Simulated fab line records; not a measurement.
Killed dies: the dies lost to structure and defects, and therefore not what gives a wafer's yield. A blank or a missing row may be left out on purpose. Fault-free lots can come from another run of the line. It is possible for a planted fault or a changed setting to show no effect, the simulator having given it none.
fab line records ; flow n5-finfet
[record] lots = 5; wafers = 14; last-day = 17
route steps=1938 shown BEOL_M14@1755 PASSIVATION@1936
lots that met no fault: from a run of the same line without faults
start-h: the number of hours between the record's first day and the start of the first shown wafer of the lot ; wait-h: time in hours since the lot's previous step ; " as in the row above ; L1.1+2: a row that stands for several wafers ; - no value, or no start was given ; * or withheld: withheld ; < > ~ a bound
route shown NAME@n: a module of which the file shows steps, and the number in the route of the first ; usual: mean/standard deviation taken from wafers without a fault ; same: alike in all rows ; chamber/n: place in a boat ; sites: per-site readings ; _std_site: the standard deviation of these ; _edge_site: outer sites' mean less inner sites' ; radius-mm: how far each site lies from the wafer's centre ; mask NAME#n: copy n ; behind: the last tool/chamber to shape the wafer ; hold: cause of the lot's hold/its duration in hours/its outcome ; device: whichever transistor did not switch (one of n, p or np) ; end of line: tests of these same wafers at the route's end ; a step with no rows: only its recipe ; killed: count of dies lost to structure and defects at first sort (not the wafer's yield) ; map: shows each die of a wafer: x if killed, . if not, _ if none is there
set.NAME: the setting the step ran with; set.NAME@STEP: the setting that earlier step ran with ; model.NAME: the simulator's own value behind a step, which no gauge read
lots seen at some steps along the route; tables by step, rows by wafer
services: the hour from which a tool's chamber was out of use, counted from the record's first day as start-h (under 0 if before that day), plus the number of hours and why
[[steps]]
[step N5_BEOL_M14_OCD_MEAS_35]
[usual] trench-depth-nm = 560/13
lot.wafer;tool;chamber;start-h;wait-h;trench-depth-nm
L591.1;ocd-01;-;272.45;0.0;574
L591.3;ocd-01;-;272.45;0.0;554
L591.4;ocd-01;-;272.45;0.0;567
L602.1;ocd-01;-;319.62;0.0;569
L602.4;ocd-01;-;319.62;0.0;556
L602.6;ocd-01;-;319.62;0.0;566
L604.4;ocd-01;-;337.91;0.0;559
L604.5;ocd-01;-;337.91;0.0;563
L604.6;ocd-01;-;337.91;0.0;548
L610.1;ocd-02;-;367.38;0.0;567
L610.4;ocd-02;-;367.38;0.0;564
L612.2;ocd-02;-;388.92;0.0;561
L612.5;ocd-02;-;388.92;0.0;574
L612.6;ocd-02;-;388.92;0.0;548
[step N5_BEOL_M14_STRIP_37]
[recipe] chemistry = O2; power-w = 600; temp-c = 60; pressure-mtorr = 30; rf-frequency-hz = 6e+07; bias-power-w = 0; overash-fraction = 0.3; o2-flow-sccm = 225
[step N5_BEOL_M14_ETCH_38]
[recipe] chemistry = CF4/N2; target = SiCN; target-depth-a = 1065; taper-deg = 2; time-s = 120.6; ion-energy-ev = 150; mask-material = SiO2; pressure-mtorr = 40; source-w = 430; bias-w = 70; Ar_flow_sccm = 100; cf4-flow-sccm = 60; n2-flow-sccm = 60
[usual] drypump-motor-current-A = 5.8/0.51; oes-product-au = 0.83/0.087; rf-vpp-V = 382.7/1.9; showerhead-plenum-p-Torr = 2.23/0.07; throttle-valve-pct = 15.43/0.14
lot.wafer;tool;chamber;start-h;wait-h;drypump-motor-current-A;oes-product-au;rf-hours-counter-h;rf-vpp-V;showerhead-plenum-p-Torr;throttle-valve-pct
L591.1;rie-diel-01;2;-;-;4.8;0.72;226;383.5;2.26;15.63
L591.3;rie-diel-01;3;-;-;5.9;0.88;55;384.2;2.25;15.45
L591.4;rie-diel-01;0;-;-;5.6;0.90;42;384.9;2.34;15.38
L602.1;rie-diel-01;2;-;-;4.8;0.70;243;383.4;2.26;15.66
L602.4;rie-diel-01;1;-;-;6.5;0.92;21;381.4;2.17;15.50
L602.6;rie-diel-01;0;-;-;5.6;0.87;-;386.2;2.33;15.42
L604.4;rie-diel-02;0;-;-;6.0;0.73;163;379.3;2.11;15.51
L604.5;rie-diel-02;0;-;-;6.0;0.73;-;380.3;2.11;15.51
L604.6;rie-diel-02;3;-;-;6.6;0.70;-;382.7;2.18;15.51
L610.1;rie-diel-01;1;-;-;6.4;0.89;41;382.1;2.17;15.53
L610.4;rie-diel-01;0;-;-;5.6;0.85;75;383.9;2.33;15.46
L612.2;rie-diel-01;2;-;-;4.8;0.93;10;383.1;2.25;15.17
L612.5;rie-diel-01;3;-;-;5.9;0.82;-;382.1;2.24;15.52
L612.6;rie-diel-01;2;-;-;4.8;0.92;-;382.5;2.25;15.17
[step N5_BEOL_M14_PRECLEAN_39]
[recipe] chemistry = residue-remover; time-s = 60; temp-c = 40
[step N5_BEOL_M14_SRD_40]
[recipe] time-s = 30; temp-c = 23; rinse-liquid = diw; dry = n2-spin; spin-rpm = 1500; dry-time-s = 30
[step N5_BEOL_M14_DEGAS_41]
[recipe] ambient = vacuum; temp-c = 300; time-s = 60
[usual] heater-power-w = 471/61
lot.wafer;tool;chamber;start-h;wait-h;heater-power-w
L591.1;pvd-sputter-03;-;273.82;1.0;494
L591.3;pvd-sputter-03;-;273.82;1.0;424
L591.4;pvd-sputter-03;-;273.82;1.0;496
L602.1;pvd-sputter-03;-;322.42;0.4;494
L602.4;pvd-sputter-03;-;322.42;0.4;401
L602.6;pvd-sputter-03;-;322.42;0.4;481
L604.4;pvd-sputter-03;-;338.71;0.4;412
L604.5;pvd-sputter-03;-;338.71;0.4;503
L604.6;pvd-sputter-03;-;338.71;0.4;485
L610.1;pvd-sputter-03;-;368.63;0.3;421
L610.4;pvd-sputter-03;-;368.63;0.3;495
L612.2;pvd-sputter-01;-;390.15;0.3;386
L612.5;pvd-sputter-01;-;390.15;0.3;449
L612.6;pvd-sputter-01;-;390.15;0.3;548
[step N5_BEOL_M14_PRE_CLEAN_42]
[recipe] gas = H2/He; time-s = 30; temp-c = 300
[step N5_BEOL_M14_SPUTTER_43]
[recipe] material = TaN; target-thk-a = 150; temp-c = 50; bias-v = 168.6; power-w = 15000; chamber-pressure-pa = 0.12; time-s = 24.19
[step N5_BEOL_M14_SPUTTER_44]
[recipe] material = Ta; target-thk-a = 150; temp-c = 50; bias-v = 80; power-w = 15000; chamber-pressure-pa = 0.07; time-s = 24.19
[usual] throttle-valve-pct = 29.5/1.2
lot.wafer;tool;chamber;start-h;wait-h;throttle-valve-pct
L591.1;pvd-sputter-03;-;273.98;0.0;28.8
L591.3;pvd-sputter-03;-;273.98;0.0;27.4
L591.4;pvd-sputter-03;-;273.98;0.0;30.3
L602.1;pvd-sputter-03;-;322.58;0.0;28.6
L602.4;pvd-sputter-03;-;322.58;0.0;30.4
L602.6;pvd-sputter-03;-;322.58;0.0;28.7
L604.4;pvd-sputter-03;-;338.87;0.0;30.5
L604.5;pvd-sputter-03;-;338.87;0.0;30.0
L604.6;pvd-sputter-03;-;338.87;0.0;28.8
L610.1;pvd-sputter-03;-;368.79;0.0;27.1
L610.4;pvd-sputter-03;-;368.79;0.0;30.1
L612.2;pvd-sputter-01;-;390.31;0.0;29.4
L612.5;pvd-sputter-01;-;390.31;0.0;28.2
L612.6;pvd-sputter-01;-;390.31;0.0;30.5
[step N5_BEOL_M14_SPUTTER_45]
[recipe] material = Cu; target-thk-a = 1000; temp-c = -20; bias-v = 60; power-w = 26000; chamber-pressure-pa = 0.13; time-s = 16.67
[usual] throttle-valve-pct = 29.5/1.2
lot.wafer;tool;chamber;start-h;wait-h;throttle-valve-pct
L591.1;pvd-sputter-03;-;274.06;0.0;28.9
L591.3;pvd-sputter-03;-;274.06;0.0;27.4
L591.4;pvd-sputter-03;-;274.06;0.0;30.4
L602.1;pvd-sputter-03;-;322.66;0.0;28.6
L602.4;pvd-sputter-03;-;322.66;0.0;30.4
L602.6;pvd-sputter-03;-;322.66;0.0;28.9
L604.4;pvd-sputter-03;-;338.95;0.0;30.3
L604.5;pvd-sputter-03;-;338.95;0.0;30.1
L604.6;pvd-sputter-03;-;338.95;0.0;28.8
L610.1;pvd-sputter-03;-;368.87;0.0;27.1
L610.4;pvd-sputter-03;-;368.87;0.0;30.0
L612.2;pvd-sputter-01;-;390.39;0.0;29.5
L612.5;pvd-sputter-01;-;390.39;0.0;28.1
L612.6;pvd-sputter-01;-;390.39;0.0;30.4
[step N5_BEOL_M14_ECD_47]
[recipe] material = Cu; target-thk-a = 12480
[step N5_BEOL_M14_ANNEAL_48]
[recipe] temp-c = 225; time-s = 90; ambient = N2
[usual] wafer_temp_C_max = 226.1/0.51
lot.wafer;tool;chamber;start-h;wait-h;wafer_temp_C_max
L591.1;rtp-anneal-02;0;274.37;0.1;226.8
L591.3;rtp-anneal-02;0;274.37;0.1;226.4
L591.4;rtp-anneal-02;0;274.37;0.1;226.8
L602.1;rtp-anneal-01;0;322.97;0.1;225.7
L602.4;rtp-anneal-01;0;322.97;0.1;225.5
L602.6;rtp-anneal-01;0;322.97;0.1;225.4
L604.4;rtp-anneal-02;0;339.41;0.2;226.5
L604.5;rtp-anneal-02;0;339.41;0.2;225.9
L604.6;rtp-anneal-02;0;339.41;0.2;226.3
L610.1;rtp-anneal-02;0;369.17;0.1;226.8
L610.4;rtp-anneal-02;0;369.17;0.1;227.2
L612.2;rtp-anneal-01;0;391.08;0.5;225.7
L612.5;rtp-anneal-01;0;391.08;0.5;225.8
L612.6;rtp-anneal-01;0;391.08;0.5;225.8
[step N5_BEOL_M14_CMP_49]
[recipe] stop-on = SiO2; t-overpolish-s = 5.2; down-force-psi = 2; platen-rpm = 80; clearing-platen-down-force-psi = 2; clearing-platen-rpm = 80; post-cmp-clean = cu-alkaline; target-thk-nm = 560; clearing-platen-pad-velocity-m-s = 1.5917; pad-velocity-m-s = 1.5917
[usual] barrier-field-endpoint-s = 11.27/0.23; motor-current-A = 8.0/0.83; overpolish-run-s = 5.201/0.01; time-to-endpoint-s = 121/4
lot.wafer;tool;chamber;start-h;wait-h;barrier-field-endpoint-s;motor-current-A;overpolish-run-s;time-to-endpoint-s
L591.4;cmp-01;0;274.66;0.1;6.20;8.9;5.207;67
L591.1;cmp-01;1;274.66;0.1;11.41;6.4;5.214;123
L591.3;cmp-01;3;274.66;0.1;11.12;7.4;5.211;122
L602.4;cmp-04;0;323.30;0.2;11.17;7.3;5.215;120
L602.1;cmp-04;2;323.30;0.2;10.88;8.5;5.175;116
L602.6;cmp-04;0;323.30;0.2;11.35;7.8;5.205;120
L604.4;cmp-01;2;339.65;0.2;11.46;8.7;5.197;121
L604.5;cmp-01;0;339.65;0.2;10.81;8.8;5.191;117
L604.6;cmp-01;1;339.65;0.2;11.19;6.2;5.191;121
L610.1;cmp-01;2;369.54;0.3;11.61;8.5;5.205;125
L610.4;cmp-01;3;369.54;0.3;11.25;7.1;5.198;122
L612.2;cmp-04;1;391.33;0.2;11.40;7.8;5.195;119
L612.5;cmp-04;1;391.33;0.2;11.19;7.8;5.195;122
L612.6;cmp-04;2;391.33;0.2;11.68;8.6;5.207;125
[step N5_PASSIVATION_PROBE_49]
[usual] defect-limited-yield = 91.0/1.5; killed_at_M0_to_M3 = 35/12; killed_at_M4_up = 15/5.8; killed-at-contacts = 14/7.2; killed-at-front-end = 40/10; killed-at-other = 3/3; killed-dies = 106/18; killed-open = 68/14; killed-short = 35/7.2; sort_bin_5_function = 5.2/0.96; sort_bin_6_memory = 3.3/0.69; sort_bin_8_speed = 0.00/0.022; sort-n-pass = 1074/18; sort-yield-pct = 91.0/1.5
[same] gross-dies = 1180; killed-at-back-side = 0; sort_bin_4_leakage[%] = 0
lot.wafer;tool;chamber;start-h;wait-h;defect-limited-yield[%];killed_at_M0_to_M3;killed_at_M4_up;killed-at-contacts;killed-at-front-end;killed-at-other;killed-dies;killed-open;killed-short;sort_bin_5_function[%];sort_bin_6_memory[%];sort_bin_8_speed[%];sort-n-pass;sort-yield-pct[%]
L591.1;prober-02;-;298.63;0.0;94.2;21;8;2;37;1;69;43;23;3.4;2.2;0;1111;94.2
L591.3;prober-02;-;298.73;0.1;91.2;37;12;11;44;0;104;64;37;5.7;3.1;0;1076;91.2
L591.4;prober-02;-;298.78;0.2;92.4;39;10;2;37;2;90;44;43;4.9;2.2;0;1090;92.4
L602.1;prober-02;-;346.35;0.8;91.8;30;22;16;26;3;97;57;36;4.3;3.4;0;1083;91.8
L602.4;prober-02;-;346.50;1.0;92.2;26;12;12;38;4;92;55;35;4.0;3.2;0;1088;92.2
L602.6;prober-02;-;346.60;1.1;91.7;20;13;20;39;6;98;61;28;5.3;2.5;0;1082;91.7
L604.4;prober-02;-;365.55;0.5;93.7;29;14;2;29;0;74;48;26;4.0;2.1;0;1106;93.7
L604.5;prober-02;-;365.60;0.5;94.0;15;19;11;23;3;71;48;23;3.4;2.4;0;1109;94.0
L612.2;prober-02;-;414.01;0.4;89.6;27;17;28;48;3;123;82;40;6.3;3.5;0;1057;89.6
L612.5;prober-02;-;414.16;0.5;90.9;26;13;23;39;6;107;73;30;4.5;4.2;0;1073;90.9
L612.6;prober-02;-;414.21;0.6;90.8;26;18;15;39;10;108;77;29;5.3;3.4;0;1072;90.8
// killed by level:class
L591.1 FIN_SAQP:geometric-particle:short=10 BEOL_M3:geometric-particle:open=8 BEOL_M2:geometric-particle:open=7 GATE_CUT:geometric-particle:open=4 GATE_CUT:geometric-particle:short=4 STARTING-WAFER:geometric-particle:open=4 STI_FIN_REVEAL:geometric-particle:open=3 FIN_SAQP:geometric-particle:open=2
L591.3 BEOL_M0_SAQP:geometric-particle:short=12 MOL_CONTACT_COAG:geometric-particle:open=9 BEOL_M0_SAQP:geometric-particle:open=9 FIN_SAQP:geometric-particle:short=7 DUMMY_GATE:geometric-particle:open=7 BEOL_M4:geometric-particle:open=7 ILD0:geometric-particle:open=6 BEOL_M1:geometric-particle:open=6
L591.4 BEOL_M0_SAQP:geometric-particle:short=9 FIN_SAQP:geometric-particle:short=8 GATE_CUT:geometric-particle:short=8 BEOL_M3:geometric-particle:open=8 BEOL_M0_SAQP:geometric-particle:open=8 BEOL_M2:geometric-particle:open=6 SPACER0:geometric-particle:short=4 BEOL_M6:geometric-particle:open=4
L602.1 MOL_CONTACT_COAG:geometric-particle:open=11 BEOL_M4:geometric-particle:open=11 BEOL_M0_SAQP:geometric-particle:short=8 BEOL_M1:geometric-particle:open=8 FIN_SAQP:geometric-particle:open=5 MOL_CONTACT_COAG:geometric-particle:short=5 BEOL_M1:geometric-particle:short=5 STI_FIN_REVEAL:geometric-particle:open=3
L602.4 FIN_SAQP:geometric-particle:short=14 FIN_SAQP:geometric-particle:open=10 MOL_CONTACT_COAG:geometric-particle:open=10 BEOL_M0_SAQP:geometric-particle:open=9 BEOL_M0_SAQP:geometric-particle:short=6 BEOL_M2:geometric-particle:open=5 BEOL_M4:geometric-particle:open=5 BEOL_M3:geometric-particle:open=4
L602.6 MOL_CONTACT_COAG:geometric-particle:open=15 BEOL_M0_SAQP:geometric-particle:open=11 FIN_SAQP:geometric-particle:open=8 BEOL_M0_SAQP:geometric-particle:short=6 HKMG_FIN:area-etch=6 MOL_CONTACT_COAG:geometric-particle:short=5 MIM_TOP_ETCH:geometric-particle:open=4 STARTING-WAFER:geometric-particle:open=4
L604.4 FIN_SAQP:geometric-particle:open=8 BEOL_M0_SAQP:geometric-particle:short=7 BEOL_M0_SAQP:geometric-particle:open=7 BEOL_M3:geometric-particle:open=7 BEOL_M3:geometric-particle:short=4 DUMMY_GATE:geometric-particle:short=4 DUMMY_GATE:geometric-particle:open=3 GATE_CUT:geometric-particle:open=3
L604.5 FIN_SAQP:geometric-particle:open=9 BEOL_M4:geometric-particle:open=9 MOL_CONTACT_COAG:geometric-particle:open=8 BEOL_M0_SAQP:geometric-particle:short=5 MOL_CONTACT_COAG:geometric-particle:short=3 BEOL_M3:geometric-particle:short=3 BEOL_M4:geometric-particle:short=3 BEOL_M7:geometric-particle:open=3
L612.2 MOL_CONTACT_COAG:geometric-particle:open=25 STI_FIN_REVEAL:geometric-particle:open=14 BEOL_M0_SAQP:geometric-particle:short=13 BEOL_M0_SAQP:geometric-particle:open=8 GATE_CUT:geometric-particle:short=7 BEOL_M4:geometric-particle:open=7 FIN_SAQP:geometric-particle:short=6 BEOL_M7:geometric-particle:open=4
L612.5 MOL_CONTACT_COAG:geometric-particle:open=17 STI_FIN_REVEAL:geometric-particle:open=8 BEOL_M0_SAQP:geometric-particle:open=7 BEOL_M1:geometric-particle:short=6 MOL_CONTACT_COAG:geometric-particle:short=6 DUMMY_GATE:geometric-particle:open=5 BEOL_M4:geometric-particle:open=5 FIN_SAQP:geometric-particle:short=4
L612.6 MOL_CONTACT_COAG:geometric-particle:open=15 FIN_SAQP:geometric-particle:open=9 STI_FIN_REVEAL:geometric-particle:open=9 BEOL_M4:geometric-particle:open=7 BEOL_M0_SAQP:geometric-particle:short=5 BEOL_M2:geometric-particle:open=5 BEOL_M3:geometric-particle:open=5 FIN_SAQP:geometric-particle:short=4
[[services]]
tool;chamber;start-h;hours;kind
rie-diel-02;2;248.76;6.5;repair
rie-diel-01;-;253.57;0.8;repair
cmp-01;-;254.12;4.0;pm
cmp-01;-;258.12;-;consumable-replace:conditioner
cmp-01;-;258.12;-;consumable-replace:pad
cmp-04;-;287.89;4.0;pm
cmp-01;-;289.24;5.8;pm
cmp-04;-;291.89;-;consumable-replace:conditioner
cmp-04;-;291.89;-;consumable-replace:pad
rie-diel-01;0;325.99;3.7;repair
rie-diel-01;-;335.81;0.4;repair
cmp-04;-;338.73;3.2;repair
rie-diel-01;2;341.08;-;clean
rie-diel-01;2;341.08;-;consumable-replace:focus-ring
rie-diel-01;2;341.08;17.3;scheduled-down
rie-diel-01;2;341.08;17.3;vent-cycle
rie-diel-02;1;341.39;-;clean
rie-diel-02;1;341.39;-;consumable-replace:focus-ring
rie-diel-02;1;341.39;26.6;scheduled-down
cmp-01;-;342.73;0.2;repair
rie-diel-02;3;345.83;8.4;repair
pvd-sputter-03;-;380.85;4.3;repair
cmp-01;-;388.03;4.4;repair
rie-diel-01;3;391.12;6.7;repair
[[key]]
[first-sign] step = N5_BEOL_M14_CMP_49; reading = barrier-field-endpoint-s; direction = down; sigmas = 22; usual = 11.27; struck = 6.20
[effect] step = N5_BEOL_M14_CMP_49; reading = time-to-endpoint-s; direction = down; sigmas = 13; usual = *; struck = *
met-at N5_BEOL_M14_CMP_49
struck-wafers L591.4
[fault] kind = process-parameter-drift; tool = cmp-01; chamber = 0; onset-h = 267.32; steps = N5_BEOL_M14_CMP_49; channel = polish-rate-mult; offset = 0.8; shape = step; end-h = 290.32
